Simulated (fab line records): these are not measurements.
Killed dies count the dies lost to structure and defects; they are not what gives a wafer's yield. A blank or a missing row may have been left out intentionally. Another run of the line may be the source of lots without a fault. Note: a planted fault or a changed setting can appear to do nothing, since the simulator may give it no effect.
Which tool did it? || flow nand harc || 12 lots, 36 wafers sampled, at 5 steps of a route of 1302

== WHAT THE GAUGES SHOWED, per wafer ==
NHARC_END_SORT_01. Usual: killed at array 49, standard deviation 18; killed at other 0.8, standard deviation 1; killed at periphery 4.2, standard deviation 2.8; killed dies 54, standard deviation 18; killed open 3.0, standard deviation 1.7; killed short 2.5, standard deviation 1.6.
{"lot": "L822", "measured": "day 28 20:17", "on": "prober-01", "killed at array": "20 30 25", "killed at other": "0 1 0", "killed at periphery": "3 3 2", "killed dies": "23 34 27", "killed open": "4 4 5", "killed short": "4 5 3", "flag": ""}

== WHAT TOOL EACH LOT RAN ON (gives the tool, then ch and the chambers of the sampled wafers, and finally the start) ==
{"lot": "L815", "NHARC_P_ZERO_WELL_DESCUM_54": "rie diel-01 ch 1,2, day 3 07:50", "NHARC_P_STI_ETCH_31": "rie diel-12 ch 0,3, day 6 09:00 or earlier", "NHARC_P_GATE_DEVELOP_25": "litho track-06 ch 0, day 6 09:00", "NHARC_P_GATE_ETCH_32": "rie si-03 ch 0,1,3, day 6 10:26"}
{"lot": "L816", "NHARC_P_ZERO_WELL_DESCUM_54": "rie diel-01 ch 0,2, day 3 18:16", "NHARC_P_STI_ETCH_31": "rie diel-09 ch 0,2, day 7 04:00 or earlier", "NHARC_P_GATE_DEVELOP_25": "litho track-04 ch 0, day 7 04:00", "NHARC_P_GATE_ETCH_32": "rie si-03 ch 0,1,3, day 7 05:19"}
{"lot": "L817", "NHARC_P_ZERO_WELL_DESCUM_54": "rie diel-08 ch 1,2,3, day 4 03:56", "NHARC_P_STI_ETCH_31": "rie diel-07 ch 0,2,3, day 7 04:00 or earlier", "NHARC_P_GATE_DEVELOP_25": "litho track-06 ch 0, day 7 04:00", "NHARC_P_GATE_ETCH_32": "rie si-06 ch 1,2, day 7 04:54"}
{"lot": "L820", "NHARC_P_ZERO_WELL_DESCUM_54": "rie diel-08 ch 0,2,3, day 5 10:06", "NHARC_P_STI_ETCH_31": "rie diel-07 ch 1,3, day 8 13:00 or earlier", "NHARC_P_GATE_DEVELOP_25": "litho track-04 ch 0, day 8 13:00", "NHARC_P_GATE_ETCH_32": "rie si-02 ch 0,1,3, day 8 13:46"}
{"lot": "L822", "NHARC_P_ZERO_WELL_DESCUM_54": "rie diel-01 ch 0,1,3, day 6 05:49", "NHARC_P_STI_ETCH_31": "rie diel-07 ch 0,2,3, day 9 11:00 or earlier", "NHARC_P_GATE_DEVELOP_25": "litho track-01 ch 0, day 9 11:00", "NHARC_P_GATE_ETCH_32": "rie si-03 ch 0,1,3, day 9 12:32"}
{"lot": "L823", "NHARC_P_ZERO_WELL_DESCUM_54": "rie diel-04 ch 1,2,3, day 6 15:55", "NHARC_P_STI_ETCH_31": "rie diel-07 ch 2,3, day 9 18:00 or earlier", "NHARC_P_GATE_DEVELOP_25": "litho track-06 ch 0, day 9 18:00", "NHARC_P_GATE_ETCH_32": "rie si-06 ch 0,2, day 9 19:17"}
{"lot": "L827", "NHARC_P_ZERO_WELL_DESCUM_54": "rie diel-08 ch 0,1,3, day 8 07:53", "NHARC_P_STI_ETCH_31": "rie diel-07 ch 0,1,3, day 11 04:00 or earlier", "NHARC_P_GATE_DEVELOP_25": "litho track-04 ch 0, day 11 04:00", "NHARC_P_GATE_ETCH_32": "rie si-06 ch 0,2,3, day 11 05:40"}
{"lot": "L828", "NHARC_P_ZERO_WELL_DESCUM_54": "rie diel-08 ch 0,2,3, day 8 17:56", "NHARC_P_STI_ETCH_31": "rie diel-07 ch 0,1,2, day 11 11:00 or earlier", "NHARC_P_GATE_DEVELOP_25": "litho track-04 ch 0, day 11 11:00", "NHARC_P_GATE_ETCH_32": "rie si-03 ch 0,1, day 11 12:05"}
{"lot": "L829", "NHARC_P_ZERO_WELL_DESCUM_54": "rie diel-01 ch 0,2,3, day 9 03:51", "NHARC_P_STI_ETCH_31": "rie diel-07 ch 1,2,3, day 11 23:00 or earlier", "NHARC_P_GATE_DEVELOP_25": "litho track-06 ch 0, day 11 23:00", "NHARC_P_GATE_ETCH_32": "rie si-03 ch 0,1,2, day 11 23:55"}
{"lot": "L830", "NHARC_P_ZERO_WELL_DESCUM_54": "rie diel-08 ch 0,2,3, day 9 13:56", "NHARC_P_STI_ETCH_31": "rie diel-09 ch 0,1,3, day 12 16:00 or earlier", "NHARC_P_GATE_DEVELOP_25": "litho track-06 ch 0, day 12 16:00", "NHARC_P_GATE_ETCH_32": "rie si-06 ch 0,1,2, day 12 16:58"}
{"lot": "L831", "NHARC_P_ZERO_WELL_DESCUM_54": "rie diel-04 ch 0,3, day 10 01:43", "NHARC_P_STI_ETCH_31": "rie diel-12 ch 0,2,3, day 12 19:00 or earlier", "NHARC_P_GATE_DEVELOP_25": "litho track-06 ch 0, day 12 19:00", "NHARC_P_GATE_ETCH_32": "rie si-06 ch 1,3, day 12 20:32"}
{"lot": "L832", "NHARC_P_ZERO_WELL_DESCUM_54": "rie diel-01 ch 0,1,2, day 10 09:55", "NHARC_P_STI_ETCH_31": "rie diel-09 ch 0,1,3, day 13 03:00 or earlier", "NHARC_P_GATE_DEVELOP_25": "litho track-01 ch 0, day 13 03:00", "NHARC_P_GATE_ETCH_32": "rie si-03 ch 1,3, day 13 03:50"}
- NHARC_P_ZERO_WELL_DESCUM_54: chemistry O2, time 3 s.
- NHARC_P_STI_ETCH_31: etches the open film in CF4/CHF3, target depth 108.9 nm, time 54.5 s.
- NHARC_P_GATE_DEVELOP_25: develop time 35 s.
- NHARC_P_GATE_ETCH_32: etches the open film in HBr/Cl2, target depth 150 nm, time 100.1 s.

== AS READ BY THE TOOLS THEMSELVES (means over the sampled wafers that have a number; for cases with no such wafer, the mark the record gives instead) ==
NHARC_P_ZERO_WELL_DESCUM_54. Usual: drypump motor current A 5.6 A, standard deviation 0.46; mfc ar sccm 0.008 sccm, standard deviation 0.011; oes product au 1.001 a.u., standard deviation 0.01; rf vpp V 57.6 V, standard deviation 0.9; showerhead plenum p Torr 1.87 Torr, standard deviation 0.058; throttle valve pct 11.312 %, standard deviation 0.0082.
{"lot": "L815", "tool": "rie diel-01", "drypump motor current A (A)": 6.0, "mfc ar sccm (sccm)": 0.007, "oes product au (a.u.)": 1.004, "rf vpp V (V)": 57.4, "showerhead plenum p Torr (Torr)": 1.85, "throttle valve pct (%)": 11.313, "flag": ""}
{"lot": "L816", "tool": "rie diel-01", "drypump motor current A (A)": 5.0, "mfc ar sccm (sccm)": 0.007, "oes product au (a.u.)": 0.999, "rf vpp V (V)": 57.1, "showerhead plenum p Torr (Torr)": 1.84, "throttle valve pct (%)": 11.310, "flag": ""}
{"lot": "L817", "tool": "rie diel-08", "drypump motor current A (A)": 5.8, "mfc ar sccm (sccm)": 0.007, "oes product au (a.u.)": 0.998, "rf vpp V (V)": 57.7, "showerhead plenum p Torr (Torr)": 1.92, "throttle valve pct (%)": 11.314, "flag": ""}
{"lot": "L820", "tool": "rie diel-08", "drypump motor current A (A)": 5.7, "mfc ar sccm (sccm)": 0.012, "oes product au (a.u.)": 1.005, "rf vpp V (V)": 58.2, "showerhead plenum p Torr (Torr)": 1.87, "throttle valve pct (%)": 11.309, "flag": ""}
{"lot": "L822", "tool": "rie diel-01", "drypump motor current A (A)": 5.8, "mfc ar sccm (sccm)": 0.000, "oes product au (a.u.)": 1.004, "rf vpp V (V)": 58.3, "showerhead plenum p Torr (Torr)": 1.86, "throttle valve pct (%)": 11.311, "flag": ""}
{"lot": "L823", "tool": "rie diel-04", "drypump motor current A (A)": 5.7, "mfc ar sccm (sccm)": 0.023, "oes product au (a.u.)": 1.006, "rf vpp V (V)": 58.4, "showerhead plenum p Torr (Torr)": 1.92, "throttle valve pct (%)": 11.314, "flag": ""}
{"lot": "L827", "tool": "rie diel-08", "drypump motor current A (A)": 5.7, "mfc ar sccm (sccm)": 0.009, "oes product au (a.u.)": 0.990, "rf vpp V (V)": 57.2, "showerhead plenum p Torr (Torr)": 1.89, "throttle valve pct (%)": 11.316, "flag": ""}
{"lot": "L828", "tool": "rie diel-08", "drypump motor current A (A)": 5.7, "mfc ar sccm (sccm)": 0.012, "oes product au (a.u.)": 1.011, "rf vpp V (V)": 58.0, "showerhead plenum p Torr (Torr)": 1.86, "throttle valve pct (%)": 11.304, "flag": ""}
{"lot": "L829", "tool": "rie diel-01", "drypump motor current A (A)": 5.3, "mfc ar sccm (sccm)": 0.007, "oes product au (a.u.)": 0.980, "rf vpp V (V)": 58.1, "showerhead plenum p Torr (Torr)": 1.83, "throttle valve pct (%)": 11.319, "flag": ""}
{"lot": "L830", "tool": "rie diel-08", "drypump motor current A (A)": 5.7, "mfc ar sccm (sccm)": 0.012, "oes product au (a.u.)": 1.012, "rf vpp V (V)": 59.0, "showerhead plenum p Torr (Torr)": 1.86, "throttle valve pct (%)": 11.313, "flag": ""}
{"lot": "L831", "tool": "rie diel-04", "drypump motor current A (A)": 5.3, "mfc ar sccm (sccm)": 0.000, "oes product au (a.u.)": 1.005, "rf vpp V (V)": 58.7, "showerhead plenum p Torr (Torr)": 2.02, "throttle valve pct (%)": 11.321, "flag": ""}
{"lot": "L832", "tool": "rie diel-01", "drypump motor current A (A)": 5.5, "mfc ar sccm (sccm)": 0.007, "oes product au (a.u.)": 1.008, "rf vpp V (V)": 57.8, "showerhead plenum p Torr (Torr)": 1.83, "throttle valve pct (%)": 11.314, "flag": ""}

NHARC_P_STI_ETCH_31. Usual: drypump motor current A 5.9 A, standard deviation 0.45; mfc ar sccm 0.011 sccm, standard deviation 0.012; oes product au 0.962 a.u., standard deviation 0.017; rf vpp V 369.9 V, standard deviation 2; showerhead plenum p Torr 1.55 Torr, standard deviation 0.053; throttle valve pct 16.803 %, standard deviation 0.0088.
{"lot": "L815", "tool": "rie diel-12", "drypump motor current A (A)": 5.7, "mfc ar sccm (sccm)": 0.009, "oes product au (a.u.)": 0.958, "rf vpp V (V)": 373.2, "showerhead plenum p Torr (Torr)": 1.65, "throttle valve pct (%)": 16.804, "flag": ""}
{"lot": "L816", "tool": "rie diel-09", "drypump motor current A (A)": 6.7, "mfc ar sccm (sccm)": 0.005, "oes product au (a.u.)": 0.974, "rf vpp V (V)": 368.5, "showerhead plenum p Torr (Torr)": 1.52, "throttle valve pct (%)": 16.801, "flag": ""}
{"lot": "L817", "tool": "rie diel-07", "drypump motor current A (A)": 5.9, "mfc ar sccm (sccm)": 0.018, "oes product au (a.u.)": 0.978, "rf vpp V (V)": 370.9, "showerhead plenum p Torr (Torr)": 1.58, "throttle valve pct (%)": 16.800, "flag": ""}
{"lot": "L820", "tool": "rie diel-07", "drypump motor current A (A)": 5.6, "mfc ar sccm (sccm)": 0.014, "oes product au (a.u.)": 0.961, "rf vpp V (V)": 369.2, "showerhead plenum p Torr (Torr)": 1.53, "throttle valve pct (%)": 16.807, "flag": ""}
{"lot": "L822", "tool": "rie diel-07", "drypump motor current A (A)": 5.9, "mfc ar sccm (sccm)": 0.018, "oes product au (a.u.)": 0.959, "rf vpp V (V)": 371.1, "showerhead plenum p Torr (Torr)": 1.58, "throttle valve pct (%)": 16.801, "flag": ""}
{"lot": "L823", "tool": "rie diel-07", "drypump motor current A (A)": 5.9, "mfc ar sccm (sccm)": 0.007, "oes product au (a.u.)": 0.930, "rf vpp V (V)": 370.3, "showerhead plenum p Torr (Torr)": 1.58, "throttle valve pct (%)": 16.802, "flag": ""}
{"lot": "L827", "tool": "rie diel-07", "drypump motor current A (A)": 5.7, "mfc ar sccm (sccm)": 0.019, "oes product au (a.u.)": 0.967, "rf vpp V (V)": 369.7, "showerhead plenum p Torr (Torr)": 1.55, "throttle valve pct (%)": 16.803, "flag": ""}
{"lot": "L828", "tool": "rie diel-07", "drypump motor current A (A)": 5.8, "mfc ar sccm (sccm)": 0.025, "oes product au (a.u.)": 0.946, "rf vpp V (V)": 370.6, "showerhead plenum p Torr (Torr)": 1.57, "throttle valve pct (%)": 16.805, "flag": ""}
{"lot": "L829", "tool": "rie diel-07", "drypump motor current A (A)": 5.8, "mfc ar sccm (sccm)": 0.013, "oes product au (a.u.)": 0.959, "rf vpp V (V)": 369.5, "showerhead plenum p Torr (Torr)": 1.56, "throttle valve pct (%)": 16.794, "flag": ""}
{"lot": "L830", "tool": "rie diel-09", "drypump motor current A (A)": 6.0, "mfc ar sccm (sccm)": 0.005, "oes product au (a.u.)": 0.929, "rf vpp V (V)": 368.2, "showerhead plenum p Torr (Torr)": 1.52, "throttle valve pct (%)": 16.808, "flag": ""}
{"lot": "L831", "tool": "rie diel-12", "drypump motor current A (A)": 5.6, "mfc ar sccm (sccm)": 0.008, "oes product au (a.u.)": 0.964, "rf vpp V (V)": 372.0, "showerhead plenum p Torr (Torr)": 1.61, "throttle valve pct (%)": 16.812, "flag": ""}
{"lot": "L832", "tool": "rie diel-09", "drypump motor current A (A)": 6.0, "mfc ar sccm (sccm)": 0.005, "oes product au (a.u.)": 0.974, "rf vpp V (V)": 369.6, "showerhead plenum p Torr (Torr)": 1.52, "throttle valve pct (%)": 16.795, "flag": ""}

NHARC_P_GATE_DEVELOP_25. Usual: developer temp C 23.01 C, standard deviation 0.11.
{"lot": "L815", "tool": "litho track-06", "developer temp C (C)": 23.13, "flag": ""}
{"lot": "L816", "tool": "litho track-04", "developer temp C (C)": 22.92, "flag": ""}
{"lot": "L817", "tool": "litho track-06", "developer temp C (C)": 22.88, "flag": ""}
{"lot": "L820", "tool": "litho track-04", "developer temp C (C)": 22.96, "flag": ""}
{"lot": "L822", "tool": "litho track-01", "developer temp C (C)": 22.91, "flag": ""}
{"lot": "L823", "tool": "litho track-06", "developer temp C (C)": 23.06, "flag": ""}
{"lot": "L827", "tool": "litho track-04", "developer temp C (C)": 20.78, "flag": "OFF"}
{"lot": "L828", "tool": "litho track-04", "developer temp C (C)": 20.78, "flag": "OFF"}
{"lot": "L829", "tool": "litho track-06", "developer temp C (C)": 22.97, "flag": ""}
{"lot": "L830", "tool": "litho track-06", "developer temp C (C)": 22.85, "flag": ""}
{"lot": "L831", "tool": "litho track-06", "developer temp C (C)": 23.12, "flag": ""}
{"lot": "L832", "tool": "litho track-01", "developer temp C (C)": 23.08, "flag": ""}

NHARC_P_GATE_ETCH_32. Usual: drypump motor current A 5.7 A, standard deviation 0.47; oes product au 1.001 a.u., standard deviation 0.0083; throttle valve pct 26.404 %, standard deviation 0.0087.
{"lot": "L815", "tool": "rie si-03", "drypump motor current A (A)": 5.7, "oes product au (a.u.)": 0.999, "throttle valve pct (%)": 26.400, "flag": ""}
{"lot": "L816", "tool": "rie si-03", "drypump motor current A (A)": 5.7, "oes product au (a.u.)": 1.003, "throttle valve pct (%)": 26.405, "flag": ""}
{"lot": "L817", "tool": "rie si-06", "drypump motor current A (A)": 5.7, "oes product au (a.u.)": 0.998, "throttle valve pct (%)": 26.409, "flag": ""}
{"lot": "L820", "tool": "rie si-02", "drypump motor current A (A)": 5.8, "oes product au (a.u.)": 1.003, "throttle valve pct (%)": 26.402, "flag": ""}
{"lot": "L822", "tool": "rie si-03", "drypump motor current A (A)": 5.7, "oes product au (a.u.)": 0.997, "throttle valve pct (%)": 26.399, "flag": ""}
{"lot": "L823", "tool": "rie si-06", "drypump motor current A (A)": 5.4, "oes product au (a.u.)": 1.019, "throttle valve pct (%)": 26.400, "flag": ""}
{"lot": "L827", "tool": "rie si-06", "drypump motor current A (A)": 5.4, "oes product au (a.u.)": 1.003, "throttle valve pct (%)": 26.413, "flag": ""}
{"lot": "L828", "tool": "rie si-03", "drypump motor current A (A)": 6.1, "oes product au (a.u.)": 0.997, "throttle valve pct (%)": 26.397, "flag": ""}
{"lot": "L829", "tool": "rie si-03", "drypump motor current A (A)": 6.1, "oes product au (a.u.)": 0.998, "throttle valve pct (%)": 26.409, "flag": ""}
{"lot": "L830", "tool": "rie si-06", "drypump motor current A (A)": 5.6, "oes product au (a.u.)": 1.005, "throttle valve pct (%)": 26.398, "flag": ""}
{"lot": "L831", "tool": "rie si-06", "drypump motor current A (A)": 5.8, "oes product au (a.u.)": 1.005, "throttle valve pct (%)": 26.416, "flag": ""}
{"lot": "L832", "tool": "rie si-03", "drypump motor current A (A)": 5.3, "oes product au (a.u.)": 0.990, "throttle valve pct (%)": 26.407, "flag": ""}

== THE ANSWER, worked out from the rows above alone ==
Rule: a lot counts as off when the mean over its wafers that have a number is more than 3 standard deviations away from the usual mean. Also off: a lot with no number at a reading for which 4 or more lots have one. Any other lot the step has rows for is counted as sound. After the gauges, taken in route order, come the tools' own readings; for these a lot's mean is taken, as printed above. The first step at which some lot is off is used, and at that step the reading that is off furthest; a lot without a number counts as furthest.
Off at NHARC_P_GATE_DEVELOP_25 (developer temp C): L827, L828.
If a tool, at that step or one of the process steps before it, ran each lot that is off and ran no sound lot following the first of them, it fits. NHARC_P_STI_ETCH_31: start missing for some lots; hours and lot order therefore follow NHARC_P_GATE_DEVELOP_25. One fits: litho track-04 at NHARC_P_GATE_DEVELOP_25. A fault onset in the window from L820 (day 8 13:00, its last sound lot) to L827 (day 11 04:00, its first lot off) fits.
On the lots that are off, the tool's own readings at NHARC_P_GATE_DEVELOP_25 differ by more than 5 times the standard deviation of the sound lots' means, which bears it out; developer temp C reads 20.78 C there versus 22.99 C on the sound lots.

== WHAT THE SIMULATOR HAD INSERTED ==
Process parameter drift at NHARC_P_GATE_DEVELOP_25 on litho track-04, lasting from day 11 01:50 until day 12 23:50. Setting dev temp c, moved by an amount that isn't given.
Shown lots that were struck: L827, L828. Same finding as the rule above.
